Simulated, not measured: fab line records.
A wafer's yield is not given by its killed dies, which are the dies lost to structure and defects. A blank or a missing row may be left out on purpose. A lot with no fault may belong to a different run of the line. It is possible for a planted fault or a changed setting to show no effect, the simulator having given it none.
Chamber matching -- flow nand harc -- 4 sister chambers for NHARC_A_CHANNEL_FILL_D2_ALD_02 on ald hk-02
The step deposits SiO2, target thk 6 nm, pulse time 10 s, ald cycles 60. 22 wafers are shown with their chamber, then 11 later ones without.

EACH WAFER AND ITS CHAMBER
wafer,chamber,heater power w (W),precursor pulse height rel
L075.1,0,385,1.042
L075.2,3,435,1.028
L075.5,1,530,1.022
L077.4,2,435,1.015
L077.5,0,396,1.006
L077.6,3,443,0.994
L081.1,2,405,0.979
L081.3,3,441,0.975
L081.5,2,400,1.004
L084.3,1,564,0.991
L084.5,0,396,1.001
L084.6,3,466,1.005
L083.2,3,445,0.975
L083.3,0,401,1.000
L083.5,3,454,1.008
L087.2,0,398,1.005
L087.3,2,411,1.008
L087.5,0,389,0.992
L085.2,3,460,0.984
L085.3,2,411,1.011
L085.5,2,414,0.975
L086.1,1,528,1.031

SIGNATURES (averages over the wafers above)
reading,chamber 0,chamber 1,chamber 2,chamber 3,scatter within a chamber
heater power w,394.17,540.67,412.67,449.14,11.7
precursor pulse height rel,1.00767,1.01467,0.99867,0.99557,0.0185
Rule: a wafer's distance from a chamber is the root of the sum, over the readings, of the square of ((its reading less the chamber's mean) divided by the reading's scatter). If the next closest chamber is less than 2 further off than the closest, the wafer can't be placed; otherwise it belongs to the closest. How the scatter is found: for the shown wafers, subtract from each reading the mean of its chamber, square and add these, divide the total by (wafers less chambers), then take the root.

WAFERS WITH NO CHAMBER GIVEN
wafer,heater power w (W),precursor pulse height rel
L086.3,392,0.994
L086.6,546,1.023
L088.2,461,1.002
L088.3,537,0.990
L088.6,542,0.988
L089.2,548,0.992
L089.3,462,0.994
L089.4,407,1.036
L091.2,399,1.048
L091.5,547,1.022
L091.6,395,1.009

WHICH CHAMBER EACH ONE RAN IN
wafer,from the rows above,in truth
L086.3,can't be placed: 0 or 2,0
L086.6,1,1
L088.2,3,3
L088.3,1,1
L088.6,1,1
L089.2,1,1
L089.3,3,3
L089.4,can't be placed: 0 or 2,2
L091.2,can't be placed: 0 or 2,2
L091.5,1,1
L091.6,can't be placed: 0 or 2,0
7 of 11 placed correctly. These rows do not allow placing 4 (true chamber among the candidates in 4). Placed wrongly: 0.
